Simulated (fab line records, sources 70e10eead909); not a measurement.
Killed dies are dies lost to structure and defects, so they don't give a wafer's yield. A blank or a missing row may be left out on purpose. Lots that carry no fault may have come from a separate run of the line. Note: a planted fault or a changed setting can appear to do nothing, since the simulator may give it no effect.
Struck lot and sound lot, side by side | flow nand harc | 20 out of 1159 route steps
Sound: wafers L338.3, L338.5, L338.6. Struck: wafer L341.2 (L341.1, L341.6, from the same lot, were not struck and are left out); the cause is given at the end.
Order at every step that has rows: each side's tool, ch and its chambers, its first start. Under that, the readings that differ: sound wafers | struck wafers | difference of the means | sigmas: that difference in standard deviations of wafers without a fault.
alike: a reading whose means differ by less than 2 such deviations, as well as words and numbers matching on both sides. not compared: withheld readings; readings where some wafer has no value; bounds like >300 that might hide an equal value; numbers whose values overlap and for which the record gives no deviation.
Wherever a step has rows on one side only, a row that says differs or no value, or a row with sigmas, the two part there. When numbers do not overlap yet have no deviation, they are printed without sigmas and do not part them. Lack of a reading on every wafer of one side parts them only where that side has two or more wafers.

NHARC_A_ONON_D1_THK_MEAS_34: measures by ellipsometry.
  struck on film metro-02, day 9 07:23; sound on film metro-01, day 8 14:47
  alike: thk nm
NHARC_A_ONON_D1_INSPECT_32:
  struck on defect inspect-01, day 9 07:28; sound on defect inspect-02, day 8 14:52
  alike: raw defect count
NHARC_A_CHANNEL_HOLE_D1_DEP_00: deposits aC, target thk 3100 nm.
  sound on acl dep-03 ch 0, day 8 15:41; struck on acl dep-03 ch 0, day 9 07:32
  alike: throttle valve pct
NHARC_A_CHANNEL_HOLE_D1_DEP_01: deposits SiON, target thk 140 nm.
  sound on pecvd-03 ch 0,1,2, day 8 17:00; struck on pecvd-03 ch 2, day 9 09:29
  alike: heater power w
  not compared: since wet clean h
then, 7 steps without rows for these wafers: NHARC_A_CHANNEL_HOLE_D1_DEHYDRATE_02 (time 120 s); NHARC_A_CHANNEL_HOLE_D1_HMDS_03 (time 30 s); NHARC_A_CHANNEL_HOLE_D1_COAT_36 (time 75 s); NHARC_A_CHANNEL_HOLE_D1_COAT_37 (time 65 s); NHARC_A_CHANNEL_HOLE_D1_COAT_04 (resist thk 90 nm); NHARC_A_CHANNEL_HOLE_D1_SOFTBAKE_05 (time 55 s); NHARC_A_CHANNEL_HOLE_D1_EBR_06.
NHARC_A_CHANNEL_HOLE_D1_EXPOSE_07: exposes mask HOLE D1, target cd 100 nm.
  sound on arfi scanner-01 ch 0, day 8 17:34; struck on arfi scanner-03 ch 0, day 9 10:04
  alike: mask
then, 2 steps without rows for these wafers: NHARC_A_CHANNEL_HOLE_D1_PEB_08 (peb time 65 s); NHARC_A_CHANNEL_HOLE_D1_DEVELOP_09 (develop time 35 s).
NHARC_A_CHANNEL_HOLE_D1_CD_MEAS_10 targets a cd of 100 nm.
  sound on cd sem-01 ch 0, day 8 17:43; struck on cd sem-03 ch 0, day 9 10:12
  alike: cd nm
NHARC_A_CHANNEL_HOLE_D1_OVL_MEAS_11:
  struck on overlay-02, day 9 10:17; sound on overlay-01, day 8 17:47
  alike: overlay x nm, overlay y nm
NHARC_A_CHANNEL_HOLE_D1_INSPECT_12:
  struck on defect inspect-01, day 9 10:20; sound on defect inspect-01, day 8 17:50
  alike: raw defect count
NHARC_A_CHANNEL_HOLE_D1_DESCUM_15: chemistry O2, time 3 s.
  sound on rie diel-07 ch 0,1, day 8 17:53; struck on rie diel-07 ch 0, day 9 10:23
  reading                | sound                | struck | difference | sigmas
  throttle valve pct (%) | 11.312 11.333 11.319 | 11.295 | -0.026     | -3
  alike: drypump motor current A, oes product au, rf vpp V, showerhead plenum p Torr
  not compared: rf hours counter h, model.A_CHANNEL_HOLE_D1.cd nm
NHARC_A_CHANNEL_HOLE_D1_ETCH_38: etches the open film in CF4, target depth 39 nm, time 65 s.
  sound on rie diel-07 ch 0,1, day 8 17:59; struck on rie diel-07 ch 0, day 9 10:29
  reading                | sound                | struck | difference | sigmas
  throttle valve pct (%) | 13.302 13.289 13.281 | 13.267 | -0.024     | -3
  alike: drypump motor current A, oes product au, rf vpp V, showerhead plenum p Torr
  not compared: rf hours counter h
-- the record jumps here: 11 days lie between the struck wafers' starts before and after (it left off in module A_CHANNEL_HOLE_D1 and takes up again in module END, whose first step shown is number 1159 of the route) --
NHARC_END_SORT_01:
  only the struck wafers appear in the record here, on prober-01 ch 0 at day 20 17:34; the sound ones have no rows

== WHERE THEY PART ==
At NHARC_A_CHANNEL_HOLE_D1_DESCUM_15 first; at NHARC_END_SORT_01 last (within this record only).

WHY: the cause the simulator had injected
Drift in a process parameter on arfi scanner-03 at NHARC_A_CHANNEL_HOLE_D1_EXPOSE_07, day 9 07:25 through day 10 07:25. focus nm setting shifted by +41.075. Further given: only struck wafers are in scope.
